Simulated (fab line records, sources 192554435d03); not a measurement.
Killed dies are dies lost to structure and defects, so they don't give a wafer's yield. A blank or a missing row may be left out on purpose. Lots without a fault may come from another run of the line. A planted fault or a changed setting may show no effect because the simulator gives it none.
Which tool did it? | flow n5_finfet | 12 lots, 36 wafers sampled, at 4 steps of a route of 1938

WHAT THE GAUGES READ, wafer by wafer
N5_BEOL_M9_OVL_MEAS_29.
lot  | measured     | on         | V8_OVL (nm)
L076 | day 9 22:14  | overlay-02 | -0.6 0.2 0.8
L077 | day 10 17:44 | overlay-01 | -1.5 0.6 -0.9
L079 | day 11 14:10 | overlay-01 | 0.7 -0.1 -0.1
L083 | day 12 07:03 | overlay-01 | 0.2 0.4 0.9
L082 | day 12 15:22 | overlay-02 | -1.0 0.1 -1.0
L085 | day 13 08:22 | overlay-01 | -0.5 -0.5 -1.2
L086 | day 13 17:20 | overlay-01 | 0.0 -0.5 0.4
L088 | day 14 01:10 | overlay-02 | -0.1 -0.4 -0.2
L092 | day 14 11:17 | overlay-02 | 0.6 -1.0 0.3
L091 | day 14 20:02 | overlay-02 | -1.2 -1.1 -2.2
L095 | day 15 13:34 | overlay-02 | -0.8 0.4 -0.8
L096 | day 16 19:27 | overlay-01 | 1.2 -1.3 0.9

WHICH TOOL RAN EACH LOT (tool, then ch and the chambers of the sampled wafers, then the start)
lot  | N5_BEOL_M9_CURE_71            | N5_BEOL_M9_HM_DEP_02         | N5_BEOL_M9_STRIP_19
L076 | uv_cure-02 ch 2, day 9 18:58  | pvd_sputter-03, day 9 20:09  | rie_diel-06 ch 0,1,2, day 9 21:07
L077 | uv_cure-03 ch 0, day 10 14:02 | pvd_sputter-02, day 10 16:14 | rie_diel-03 ch 0,1,2, day 10 17:19
L079 | uv_cure-02 ch 2, day 11 10:24 | pvd_sputter-02, day 11 12:47 | rie_diel-05 ch 0,1, day 11 13:45
L083 | uv_cure-03 ch 0, day 12 01:40 | pvd_sputter-03, day 12 03:31 | rie_diel-03 ch 1,2, day 12 04:29
L082 | uv_cure-01 ch 1, day 12 11:53 | pvd_sputter-03, day 12 13:01 | rie_diel-06 ch 0,1, day 12 14:00
L085 | uv_cure-03 ch 1, day 13 04:37 | pvd_sputter-02, day 13 05:34 | rie_diel-06 ch 1,2,3, day 13 06:38
L086 | uv_cure-03 ch 1, day 13 13:44 | pvd_sputter-03, day 13 15:22 | rie_diel-06 ch 1,2, day 13 16:20
L088 | uv_cure-02 ch 2, day 13 22:44 | pvd_sputter-01, day 13 23:30 | rie_diel-06 ch 0,2,3, day 14 00:34
L092 | uv_cure-03 ch 2, day 14 07:50 | pvd_sputter-01, day 14 09:53 | rie_diel-06 ch 0,1,2, day 14 10:43
L091 | uv_cure-01 ch 0, day 14 14:55 | pvd_sputter-01, day 14 16:06 | rie_diel-03 ch 0,3, day 14 17:07
L095 | uv_cure-03 ch 2, day 15 08:45 | pvd_sputter-01, day 15 10:40 | rie_diel-03 ch 1,2, day 15 11:50
L096 | uv_cure-02 ch 1, day 16 14:35 | pvd_sputter-03, day 16 16:56 | rie_diel-06 ch 1,2,3, day 16 18:08
- N5_BEOL_M9_CURE_71: cures SiCOH lowk, time 240 s.
- N5_BEOL_M9_HM_DEP_02: deposits TiN, target thk 20 nm.
- N5_BEOL_M9_STRIP_19: strips in O2.

THE ANSWER, worked out from the rows above alone
Rule: what is usual is taken from the lots themselves. Put in order of their means at a reading, lots are off if they are a third of the lots or fewer, leave a main group of 4 or more, and stand apart from it by a gap of 3 or more times the standard deviation of the main group's means; of several such gaps the widest counts. A main group whose means are all the same, to the digits that the tables above print for the reading, isn't used. A lot without any number at a reading at which 4 lots or more have one is off too. The other lots that the step has rows for count as sound.
No lot is off at any reading shown: from this, nothing can be told.

WHAT THE SIMULATOR HAD PUT IN
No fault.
